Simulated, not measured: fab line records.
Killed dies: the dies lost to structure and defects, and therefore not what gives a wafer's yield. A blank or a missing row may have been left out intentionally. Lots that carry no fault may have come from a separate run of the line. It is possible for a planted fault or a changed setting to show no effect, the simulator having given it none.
Matching of chambers | flow nandHarc | NHARC_A_CHANNEL_FILL_D1_ALD_14 on aldHk-04: 4 sister chambers
The step deposits SiO2, target thk 2.5 nm, pulse time 10 s, ald cycles 25. 22 wafers are shown with their chamber, then 11 later ones without.

== WAFERS, EACH WITH ITS CHAMBER ==
wafer  | chamber | heaterPowerOuterW (W) | heaterPowerW (W) | precursorPulseHeightRel
L079.4 | 1       | 250                   | 418              | 0.999
L079.5 | 2       | 230                   | 407              | 0.973
L079.6 | 1       | 243                   | 432              | 1.002
L081.1 | 1       | 245                   | 426              | 1.000
L081.3 | 2       | 227                   | 404              | 0.990
L081.6 | 2       | 233                   | 418              | 0.962
L082.1 | 0       | 273                   | 496              | 0.985
L082.2 | 2       | 232                   | 405              | 1.031
L082.4 | 1       | 245                   | 429              | 1.010
L084.1 | 0       | 274                   | 497              | 0.979
L084.2 | 3       | 204                   | 364              | 0.992
L084.3 | 2       | 233                   | 409              | 1.000
L084.4 | 1       | 241                   | 419              | 0.974
L084.5 | 3       | 201                   | 376              | 0.960
L084.6 | 0       | 270                   | 517              | 1.003
L090.1 | 2       | 235                   | 413              | 1.024
L090.5 | 2       | 237                   | 422              | 0.979
L090.6 | 1       | 245                   | 422              | 1.001
L089.1 | 0       | 277                   | 482              | 1.007
L089.4 | 1       | 243                   | 425              | 0.985
L089.5 | 3       | 204                   | 387              | 1.009
L092.1 | 3       | 203                   | 376              | 1.022

SIGNATURES (means of the wafers above)
reading                 | chamber 0 | chamber 1 | chamber 2 | chamber 3 | scatter within a chamber
heaterPowerOuterW       | 273.50    | 244.57    | 232.43    | 203.00    | 2.81
heaterPowerW            | 498.00    | 424.43    | 411.14    | 375.75    | 8.57
precursorPulseHeightRel | 0.99350   | 0.99586   | 0.99414   | 0.99575   | 0.0206
Rule: a wafer lies at a distance from a chamber equal to the root of the sum of squares, over the readings, of (its reading less the chamber's mean, divided by the reading's scatter). The wafer belongs to the nearest chamber; if the next one is less than 2 further off, it can't be placed. How the scatter is found: for the shown wafers, subtract from each reading the mean of its chamber, square and add these, divide the total by (wafers less chambers), then take the root.

== WAFERS MISSING THEIR CHAMBER ==
wafer  | heaterPowerOuterW (W) | heaterPowerW (W) | precursorPulseHeightRel
L092.3 | 238                   | 416              | 0.962
L092.5 | 201                   | 375              | 0.975
L092.2 | 249                   | 431              | 0.985
L092.4 | 276                   | 502              | 0.998
L092.6 | 274                   | 482              | 0.963
L097.1 | 277                   | 495              | 1.009
L097.2 | 210                   | 379              | 0.976
L097.3 | 236                   | 401              | 0.976
L096.2 | 238                   | 418              | 0.990
L096.4 | 207                   | 377              | 1.011
L096.5 | 275                   | 494              | 0.981

== EACH ONE'S CHAMBER ==
wafer  | from the rows above     | in truth
L092.3 | can't be placed: 2 or 1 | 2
L092.5 | 3                       | 3
L092.2 | 1                       | 1
L092.4 | 0                       | 0
L092.6 | 0                       | 0
L097.1 | 0                       | 0
L097.2 | 3                       | 3
L097.3 | 2                       | 2
L096.2 | can't be placed: 2 or 1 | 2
L096.4 | 3                       | 3
L096.5 | 0                       | 0
9 of 11 placed correctly. From these rows, 2 cannot be placed; in 2 the true chamber is one of the candidates. Number placed wrongly: 0.
